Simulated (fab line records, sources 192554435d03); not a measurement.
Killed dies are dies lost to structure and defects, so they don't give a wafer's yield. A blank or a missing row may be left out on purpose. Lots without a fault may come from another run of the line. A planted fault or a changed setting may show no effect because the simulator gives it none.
Chamber matching | flow n5_finfet | N5_GATE_CUT_CMP_23 on cmp-01: 4 sister chambers
The step polishes, stops on SiO2, t overpolish 23.4 s, target thk 16 nm. 14 wafers are shown with their chamber, then 7 later ones without.

WAFERS WITH THEIR CHAMBER
wafer  | chamber | motor_current_A (A) | time_to_endpoint_s (s) | overpolish_run_s (s)
L076.3 | 3       | 9.4                 | 17.2                   | 23.407
L076.5 | 3       | 10.0                | 18.9                   | 23.384
L076.6 | 0       | 8.0                 | 18.8                   | 23.382
L080.2 | 0       | 8.1                 | 20.1                   | 23.401
L080.3 | 2       | 10.9                | 19.1                   | 23.399
L080.6 | 1       | 9.8                 | 17.7                   | 23.389
L081.3 | 2       | 10.8                | 19.8                   | 23.405
L081.5 | 2       | 11.2                | 18.9                   | 23.383
L081.6 | 3       | 9.9                 | 16.7                   | 23.406
L086.1 | 0       | 8.3                 | 20.6                   | 23.402
L086.3 | 3       | 10.1                | 17.0                   | 23.399
L086.5 | 3       | 9.8                 | 17.0                   | 23.398
L087.1 | 0       | 8.0                 | 20.3                   | 23.410
L087.3 | 2       | 10.8                | 21.8                   | 23.399

SIGNATURES (means of the wafers above)
reading            | chamber 0 | chamber 1 | chamber 2 | chamber 3 | scatter within a chamber
motor_current_A    | 8.100     | 9.800     | 10.925    | 9.840     | 0.214
time_to_endpoint_s | 19.950    | 17.700    | 19.900    | 17.360    | 1.01
overpolish_run_s   | 23.39875  | 23.38900  | 23.39650  | 23.39880  | 0.0101
Rule: a wafer's distance from a chamber is the root of the sum, over the readings, of the square of ((its reading less the chamber's mean) divided by the reading's scatter). The wafer belongs to the nearest chamber; if the next one is less than 2 further off, it can't be placed. The scatter: the root of (the sum of the squares of (reading less its chamber's mean) over the shown wafers, divided by (wafers less chambers)).

WAFERS WITHOUT THEIR CHAMBER
wafer  | motor_current_A (A) | time_to_endpoint_s (s) | overpolish_run_s (s)
L087.6 | 9.6                 | 20.1                   | 23.392
L093.2 | 9.8                 | 16.4                   | 23.392
L093.3 | 9.3                 | 18.4                   | 23.417
L093.5 | 10.8                | 18.6                   | 23.395
L096.1 | 10.2                | 21.6                   | 23.395
L096.2 | 9.8                 | 14.2                   | 23.411
L096.5 | 8.8                 | 17.7                   | 23.383

WHICH CHAMBER EACH WENT THROUGH
wafer  | from the rows above          | in truth
L087.6 | can't be placed: 1 or 3      | 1
L093.2 | can't be placed: 3 or 1      | 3
L093.3 | can't be placed: 3 or 1      | 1
L093.5 | 2                            | 2
L096.1 | can't be placed: 2 or 1 or 3 | 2
L096.2 | can't be placed: 3 or 1      | 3
L096.5 | can't be placed: 0 or 1 or 3 | 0
Placed correctly: 1 of 7. Can't be placed from these rows: 6 (the true chamber is among the candidates in 6). Placed wrongly: 0.
